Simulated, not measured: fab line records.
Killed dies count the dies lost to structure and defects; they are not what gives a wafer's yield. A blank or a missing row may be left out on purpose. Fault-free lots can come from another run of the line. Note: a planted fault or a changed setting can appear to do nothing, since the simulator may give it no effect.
Which tool is to blame? || flow n5_finfet || Sampling: 11 lots, 33 wafers, 5 of 1938 route steps

== WHAT EACH GAUGE READ, for each wafer ==
N5_BEOL_M4_RC_MEAS_101.
{"lot": "L959", "measured": "day 8 05:23", "on": "prober-02", "CJ_N": "4.43 4.37 4.30"}
{"lot": "L963", "measured": "day 9 08:11", "on": "prober-02", "CJ_N": "4.42 4.45 4.49"}
{"lot": "L964", "measured": "day 9 17:25", "on": "prober-01", "CJ_N": "4.45 4.51 4.45"}
{"lot": "L965", "measured": "day 10 05:55", "on": "prober-01", "CJ_N": "4.23 4.38 4.39"}
{"lot": "L969", "measured": "day 11 08:12", "on": "prober-02", "CJ_N": "1.74 1.85 1.84"}
{"lot": "L970", "measured": "day 11 10:53", "on": "prober-02", "CJ_N": "1.75 1.80 1.81"}
{"lot": "L973", "measured": "day 12 21:28", "on": "prober-01", "CJ_N": "4.25 4.12 4.35"}
{"lot": "L975", "measured": "day 12 22:43", "on": "prober-01", "CJ_N": "4.39 4.32 4.44"}
{"lot": "L976", "measured": "day 13 00:56", "on": "prober-02", "CJ_N": "4.42 4.31 4.25"}

== EACH LOT AND THE TOOL THAT RAN IT (in order: tool; ch and the chambers of the sampled wafers; start) ==
{"lot": "L959", "N5_ZERO_LAYER_PECVD_02": "pecvd-01 ch 0,1,2, day 2 00:17", "N5_WELL_APT_IMPLANT_32": "implanter-01 ch 0, day 2 03:29", "N5_PMOS_HMC_CHANNEL_EPI_EPI_26": "epi_rpcvd-02 ch 0, day 2 08:55", "N5_FIN_SAQP_PECVD_47": "pecvd-03 ch 0,1,2, day 2 10:05"}
{"lot": "L963", "N5_ZERO_LAYER_PECVD_02": "pecvd-01 ch 0,1,2, day 3 00:17", "N5_WELL_APT_IMPLANT_32": "implanter-01 ch 0, day 3 03:17", "N5_PMOS_HMC_CHANNEL_EPI_EPI_26": "epi_rpcvd-02 ch 0, day 3 08:10", "N5_FIN_SAQP_PECVD_47": "pecvd-02 ch 0,1, day 3 10:56"}
{"lot": "L964", "N5_ZERO_LAYER_PECVD_02": "pecvd-04 ch 0,1, day 3 06:17", "N5_WELL_APT_IMPLANT_32": "implanter-02 ch 0, day 3 09:43", "N5_PMOS_HMC_CHANNEL_EPI_EPI_26": "epi_rpcvd-02 ch 0, day 3 14:43", "N5_FIN_SAQP_PECVD_47": "pecvd-01 ch 0,1,2, day 3 17:17"}
{"lot": "L965", "N5_ZERO_LAYER_PECVD_02": "pecvd-01 ch 0,2, day 3 12:17", "N5_WELL_APT_IMPLANT_32": "implanter-02 ch 0, day 3 15:27", "N5_PMOS_HMC_CHANNEL_EPI_EPI_26": "epi_rpcvd-02 ch 0, day 3 20:09", "N5_FIN_SAQP_PECVD_47": "pecvd-03 ch 1,2, day 3 21:20"}
{"lot": "L967", "N5_ZERO_LAYER_PECVD_02": "pecvd-03 ch 0,2, day 4 00:17", "N5_WELL_APT_IMPLANT_32": "implanter-02 ch 0, day 4 03:13", "N5_PMOS_HMC_CHANNEL_EPI_EPI_26": "epi_rpcvd-02 ch 0, day 4 07:32", "N5_FIN_SAQP_PECVD_47": "pecvd-02 ch 1,2, day 4 09:16"}
{"lot": "L968", "N5_ZERO_LAYER_PECVD_02": "pecvd-04 ch 0,2, day 4 06:17", "N5_WELL_APT_IMPLANT_32": "implanter-02 ch 0, day 4 09:47", "N5_PMOS_HMC_CHANNEL_EPI_EPI_26": "epi_rpcvd-04 ch 0, day 4 14:28", "N5_FIN_SAQP_PECVD_47": "pecvd-03 ch 0,1,2, day 4 16:50"}
{"lot": "L969", "N5_ZERO_LAYER_PECVD_02": "pecvd-01 ch 0,2, day 4 12:17", "N5_WELL_APT_IMPLANT_32": "implanter-02 ch 0, day 4 15:18", "N5_PMOS_HMC_CHANNEL_EPI_EPI_26": "epi_rpcvd-02 ch 0, day 4 20:47", "N5_FIN_SAQP_PECVD_47": "pecvd-03 ch 0,1,2, day 4 21:56"}
{"lot": "L970", "N5_ZERO_LAYER_PECVD_02": "pecvd-04 ch 1,2, day 4 18:17", "N5_WELL_APT_IMPLANT_32": "implanter-02 ch 0, day 4 21:25", "N5_PMOS_HMC_CHANNEL_EPI_EPI_26": "epi_rpcvd-04 ch 0, day 5 02:01", "N5_FIN_SAQP_PECVD_47": "pecvd-02 ch 1,2, day 5 03:17"}
{"lot": "L973", "N5_ZERO_LAYER_PECVD_02": "pecvd-03 ch 1,2, day 5 12:17", "N5_WELL_APT_IMPLANT_32": "implanter-01 ch 0, day 5 15:35", "N5_PMOS_HMC_CHANNEL_EPI_EPI_26": "epi_rpcvd-02 ch 0, day 5 19:45", "N5_FIN_SAQP_PECVD_47": "pecvd-03 ch 0,1, day 5 20:50"}
{"lot": "L975", "N5_ZERO_LAYER_PECVD_02": "pecvd-01 ch 1,2, day 6 00:18", "N5_WELL_APT_IMPLANT_32": "implanter-01 ch 0, day 6 03:35", "N5_PMOS_HMC_CHANNEL_EPI_EPI_26": "epi_rpcvd-02 ch 0, day 6 07:53", "N5_FIN_SAQP_PECVD_47": "pecvd-03 ch 0,1, day 6 09:00"}
{"lot": "L976", "N5_ZERO_LAYER_PECVD_02": "pecvd-03 ch 1,2, day 6 06:18", "N5_WELL_APT_IMPLANT_32": "implanter-01 ch 0, day 6 09:16", "N5_PMOS_HMC_CHANNEL_EPI_EPI_26": "epi_rpcvd-01 ch 0, day 6 14:38", "N5_FIN_SAQP_PECVD_47": "pecvd-02 ch 1,2, day 6 15:41"}
- N5_ZERO_LAYER_PECVD_02: deposits SiO2 from SiH4/N2O, target thk 10 nm, time 6 s.
- N5_WELL_APT_IMPLANT_32
- N5_PMOS_HMC_CHANNEL_EPI_EPI_26: deposits Si from SiH4/H2, target thk 3.8 nm, time 22.7 s.
- N5_FIN_SAQP_PECVD_47: deposits a-Si from SiH4/He, target thk 45 nm, time 36.3 s.

== THE ANSWER, worked out from the rows above alone ==
Rule: the lots themselves supply what counts as usual. The widest of any qualifying gaps counts: lots, ordered by their means at a reading, are off when they make up no more than a third of the lots, leave a main group of 4 or more, and stand apart from it by 3 or more times the standard deviation of that group's means. A main group whose means are all the same, to the digits that the tables above print for the reading, isn't used. Also off: a lot with no number at a reading for which 4 or more lots have one. Any other lot the step has rows for is counted as sound.
Off: L969, L970, at N5_BEOL_M4_RC_MEAS_101 (CJ_N). For the main group the mean is 4.37 and the standard deviation 0.073. Neither off nor sound, because the step has no rows for them: L967, L968.
A tool fits if, at a process step before that reading, it ran every lot that is off, and no sound lot after the first of them. Gauges at N5_BEOL_M4_RC_MEAS_101: tried the same way as those tools. One candidate fits, namely implanter-02 at N5_WELL_APT_IMPLANT_32. A fault onset in the window from L965 (day 3 15:27, its last sound lot) to L969 (day 4 15:18, its first lot off) fits.

== WHAT THE SIMULATOR PUT IN ==
Process parameters drifting: implanter-02 at N5_WELL_APT_IMPLANT_32, beginning at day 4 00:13. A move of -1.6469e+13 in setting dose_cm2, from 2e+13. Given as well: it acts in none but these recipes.
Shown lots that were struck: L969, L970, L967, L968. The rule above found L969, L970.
